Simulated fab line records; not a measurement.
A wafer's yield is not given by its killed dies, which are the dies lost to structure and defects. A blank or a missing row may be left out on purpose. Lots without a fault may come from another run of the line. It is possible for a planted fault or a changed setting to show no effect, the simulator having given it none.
Matching of chambers	flow n5Finfet	N5_BEOL_M2_DESCUM_33 on rieDiel-03: 4 sister chambers
The step chemistry O2, time 7 s. 4 wafers are shown with their chamber, then 7 later ones without.

== WAFERS WITH THEIR CHAMBER ==
wafer	chamber	drypumpMotorCurrentA (A)
L086.1	3	5.5
L086.2	1	6.3
L092.1	0	5.3
L092.4	2	4.8

== WAFERS WHOSE CHAMBER IS MISSING ==
wafer	drypumpMotorCurrentA (A)
L092.5	4.8
L095.2	5.5
L095.3	4.8
L095.4	5.3
L097.2	4.8
L097.3	5.4
L097.4	5.5

== EACH ONE'S CHAMBER ==
wafer	from the rows above	in truth
L092.5	2	2
L095.2	3	3
L095.3	2	2
L095.4	0	0
L097.2	2	2
L097.3	can't be placed: 3 or 0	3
L097.4	3	3
6 of 7 placed correctly. Unplaceable from these rows: 1, with the true chamber sitting among the candidates in 1. 0 placed wrongly.
How it was worked out, from the rows above alone: a wafer's distance from a chamber is the root of the sum, over the readings, of the square of ((its reading less the chamber's mean) divided by the reading's scatter). The wafer belongs to the nearest chamber; if the next one is less than 2 further off, it can't be placed. For every chamber, the mean is computed from those of its wafers that are shown. The scatter: with one shown wafer a chamber, the root of the mean of the squares of how far each hidden wafer lies from its nearest shown one.
